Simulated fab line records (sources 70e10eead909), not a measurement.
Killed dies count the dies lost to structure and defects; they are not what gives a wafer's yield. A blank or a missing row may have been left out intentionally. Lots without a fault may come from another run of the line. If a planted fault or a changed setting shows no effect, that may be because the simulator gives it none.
Chamber matching | flow nand harc | NHARC_A_CONTACT_DESCUM_74 on rie diel-04: 4 sister chambers
The step chemistry O2, time 3 s. 20 wafers are shown with their chamber, then 10 later ones without.

## WAFERS WITH THEIR CHAMBER
wafer  | chamber | drypump motor current A (A) | showerhead plenum p Torr (Torr) | oes product au (a.u.)
L077.1 | 0       | 6.0                         | 1.89                            | 1.010
L077.4 | 2       | 5.8                         | 1.97                            | 1.015
L077.6 | 1       | 5.1                         | 1.90                            | 0.973
L079.1 | 2       | 5.8                         | 1.97                            | 0.999
L079.2 | 1       | 5.1                         | 1.90                            | 0.972
L079.6 | 3       | 5.4                         | 2.01                            | 1.009
L082.1 | 3       | 5.5                         | 2.01                            | 1.005
L082.4 | 0       | 6.0                         | 1.89                            | 1.018
L082.6 | 1       | 5.1                         | 1.90                            | 0.983
L080.1 | 1       | 5.1                         | 1.90                            | 0.982
L080.3 | 2       | 5.8                         | 1.96                            | 1.009
L080.5 | 3       | 5.4                         | 2.01                            | 1.015
L087.1 | 2       | 5.8                         | 1.96                            | 1.016
L087.4 | 1       | 5.0                         | 1.90                            | 0.971
L087.6 | 3       | 5.4                         | 2.00                            | 1.006
L086.1 | 2       | 5.8                         | 1.96                            | 1.005
L086.2 | 3       | 5.4                         | 2.00                            | 1.016
L086.5 | 3       | 5.4                         | 2.00                            | 1.014
L085.1 | 3       | 5.4                         | 2.00                            | 1.006
L085.2 | 1       | 5.0                         | 1.89                            | 0.968

SIGNATURES (averages over the wafers above)
reading                  | chamber 0 | chamber 1 | chamber 2 | chamber 3 | scatter within a chamber
drypump motor current A  | 6.000     | 5.067     | 5.800     | 5.414     | 0.037
showerhead plenum p Torr | 1.8900    | 1.8983    | 1.9640    | 2.0043    | 0.00484
oes product au           | 1.01400   | 0.97483   | 1.00880   | 1.01014   | 0.00591
Rule: a wafer's distance from a chamber is the root of the sum, over the readings, of the square of ((its reading less the chamber's mean) divided by the reading's scatter). The wafer belongs to the nearest chamber; if the next one is less than 2 further off, it can't be placed. The scatter is the square root of a quotient: the sum, over the shown wafers, of each reading's squared deviation from its chamber's mean, divided by wafers minus chambers.

## WAFERS WITHOUT THEIR CHAMBER
wafer  | drypump motor current A (A) | showerhead plenum p Torr (Torr) | oes product au (a.u.)
L085.3 | 5.8                         | 1.96                            | 1.008
L093.2 | 5.4                         | 2.00                            | 0.998
L093.3 | 5.1                         | 1.89                            | 1.000
L093.4 | 5.8                         | 1.96                            | 1.019
L094.1 | 5.0                         | 1.89                            | 0.995
L094.2 | 5.4                         | 2.00                            | 0.994
L094.5 | 5.8                         | 1.96                            | 1.015
L096.1 | 5.4                         | 2.00                            | 1.006
L096.2 | 5.8                         | 1.96                            | 1.022
L096.6 | 5.4                         | 2.00                            | 1.004

## WHICH CHAMBER EACH ONE RAN IN
wafer  | from the rows above | in truth
L085.3 | 2                   | 2
L093.2 | 3                   | 3
L093.3 | 1                   | 1
L093.4 | 2                   | 2
L094.1 | 1                   | 1
L094.2 | 3                   | 3
L094.5 | 2                   | 2
L096.1 | 3                   | 3
L096.2 | 2                   | 2
L096.6 | 3                   | 3
Correctly placed: 10 of 10. Left unplaced by these rows: 0. Placed wrongly: 0.
